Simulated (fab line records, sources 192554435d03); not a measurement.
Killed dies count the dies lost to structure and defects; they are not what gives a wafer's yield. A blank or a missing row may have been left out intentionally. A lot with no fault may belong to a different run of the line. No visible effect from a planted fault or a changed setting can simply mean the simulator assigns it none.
Matching of chambers || flow n5Finfet || N5_BEOL_M2_PRE_CLEAN_60 on cvdCo-02: 3 sister chambers
The step time 15 s. 3 wafers are shown with their chamber, then 12 later ones without.

== WAFERS PAIRED WITH THEIR CHAMBERS ==
{"wafer": "L082.4", "chamber": 0, "heaterPowerW (W)": 62}
{"wafer": "L086.1", "chamber": 1, "heaterPowerW (W)": 77}
{"wafer": "L086.4", "chamber": 2, "heaterPowerW (W)": 88}

== WAFERS WITH NO CHAMBER GIVEN ==
{"wafer": "L091.1", "heaterPowerW (W)": 78}
{"wafer": "L091.4", "heaterPowerW (W)": 79}
{"wafer": "L091.5", "heaterPowerW (W)": 91}
{"wafer": "L096.1", "heaterPowerW (W)": 63}
{"wafer": "L096.3", "heaterPowerW (W)": 89}
{"wafer": "L096.5", "heaterPowerW (W)": 63}
{"wafer": "L094.1", "heaterPowerW (W)": 88}
{"wafer": "L094.5", "heaterPowerW (W)": 92}
{"wafer": "L094.6", "heaterPowerW (W)": 78}
{"wafer": "L097.2", "heaterPowerW (W)": 89}
{"wafer": "L097.4", "heaterPowerW (W)": 63}
{"wafer": "L097.6", "heaterPowerW (W)": 77}

== CHAMBER TAKEN BY EACH ==
{"wafer": "L091.1", "from the rows above": 1, "in truth": 1}
{"wafer": "L091.4", "from the rows above": 1, "in truth": 1}
{"wafer": "L091.5", "from the rows above": 2, "in truth": 2}
{"wafer": "L096.1", "from the rows above": 0, "in truth": 0}
{"wafer": "L096.3", "from the rows above": 2, "in truth": 2}
{"wafer": "L096.5", "from the rows above": 0, "in truth": 0}
{"wafer": "L094.1", "from the rows above": 2, "in truth": 2}
{"wafer": "L094.5", "from the rows above": 2, "in truth": 2}
{"wafer": "L094.6", "from the rows above": 1, "in truth": 1}
{"wafer": "L097.2", "from the rows above": 2, "in truth": 2}
{"wafer": "L097.4", "from the rows above": 0, "in truth": 0}
{"wafer": "L097.6", "from the rows above": 1, "in truth": 1}
12 of 12 placed correctly. Not placeable from these rows: 0. 0 placed wrongly.
How it was worked out, from the rows above alone: a wafer's distance from a chamber is the root of the sum, over the readings, of the square of ((its reading less the chamber's mean) divided by the reading's scatter). The wafer belongs to the nearest chamber; if the next one is less than 2 further off, it can't be placed. Each chamber's mean is taken over the wafers shown for it. The scatter (one wafer shown for each chamber): square how far every hidden wafer sits from the nearest shown wafer, average those squares and take the square root.
